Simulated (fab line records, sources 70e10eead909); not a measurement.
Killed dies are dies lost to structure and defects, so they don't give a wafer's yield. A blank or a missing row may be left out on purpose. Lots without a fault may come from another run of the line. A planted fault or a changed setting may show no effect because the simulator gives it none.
Problem report in the 8D (eight disciplines) form, filled by code | flow nand_harc | the parts of the form that need people (team, actions taken, sign-off) are left out

1. THE PROBLEM
raw_defect_count at NHARC_A_CONTACT_INSPECT_71 reads a mean of 456 on 6 wafers of 2 lots; wafers without a fault read 28 with a standard deviation of 14. That is +31 standard deviations from the usual mean.
First seen on wafer L818.3, day 17 20:56, on defect_inspect-02. The record holds 36 wafers of 12 lots with a number at this step. Rule for "out", or "out of limits": more than 4 standard deviations from the usual mean. The other wafers with a number count as sound.

2. WHAT IT IS AND WHAT IT IS NOT
question                    | is                     | is not
which readings at this step | raw_defect_count       | -
which lots                  | L818, L823             | L815, L816, L817, L828, L830, L832, L835, L836, L837, L838
which wafers of those lots  | all that have a number | -
read on which gauges        | defect_inspect-02      | defect_inspect-01
when                        | from day 17 20:56      | up to then (9 sound wafers); but 21 sound wafers of L828, L830, L832, L835, L836, L837, L838 came after

3. SUSPECTS, AND WHAT RULES EACH OUT
Counting: a tool at a process step up to the reading stays a suspect if it ran every lot that is out and no sound lot after the first of them.
- the gauge at NHARC_A_CONTACT_INSPECT_71: kept. All the wafers that are out were read on defect_inspect-02, and no step on other tools shows them out.
- har_cap_etch-03 at NHARC_A_CONTACT_ETCH_121 (etches the open film in C4F8/O2/Ar, time 94 s, target depth 922 nm): ruled out as a lasting fault. Sound lots L828, L836, L835 ran on it after its first lot that is out, L818 (day 17 13:12).
- acl_dep-03 at NHARC_A_CONTACT_DEP_57 (deposits aC, target thk 2800 nm): ruled out as a lasting fault. Sound lots L835 ran on it after its first lot that is out, L818 (day 17 19:00).
Left after counting: defect_inspect-02 at NHARC_A_CONTACT_INSPECT_71.

4. THE CAUSE (what the simulator had put in)
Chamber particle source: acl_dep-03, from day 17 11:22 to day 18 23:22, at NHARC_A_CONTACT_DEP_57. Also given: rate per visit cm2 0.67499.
Counting ruled it out, wrongly: the rule takes a fault to strike every lot that its tool runs from its start on, and this one did not.

5. THE CHAIN OF EFFECTS, in route order
Each row: a reading whose mean over the struck wafers that have a number lies more than 3 standard deviations from the usual. Only readings for which the record gives a usual standard deviation are gone through. hours: the time from each lot's start at the first step in this table that gives one to its start at this step, as a median over the lots. sigmas: the change in usual standard deviations.
hours | step                       | reading          | usual | on struck wafers | change | sigmas
0     | NHARC_A_CONTACT_INSPECT_71 | raw_defect_count | 28    | 456              | +428   | +31
64    | NHARC_END_SORT_01          | killed_at_array  | 29    | 72               | +43    | +3.9
64    | NHARC_END_SORT_01          | killed_dies      | 32    | 75               | +43    | +3.9

6. WHAT WOULD HAVE CAUGHT IT SOONER
In this record the first reading out of limits at a measuring or inspecting step was taken at day 17 20:56, 10 hours after the fault began at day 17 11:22.
Of the tool readings at NHARC_A_CONTACT_DEP_57 for which the record gives a usual standard deviation, none was out on any struck wafer, so an alarm limit of 4 standard deviations on them would not have fired.
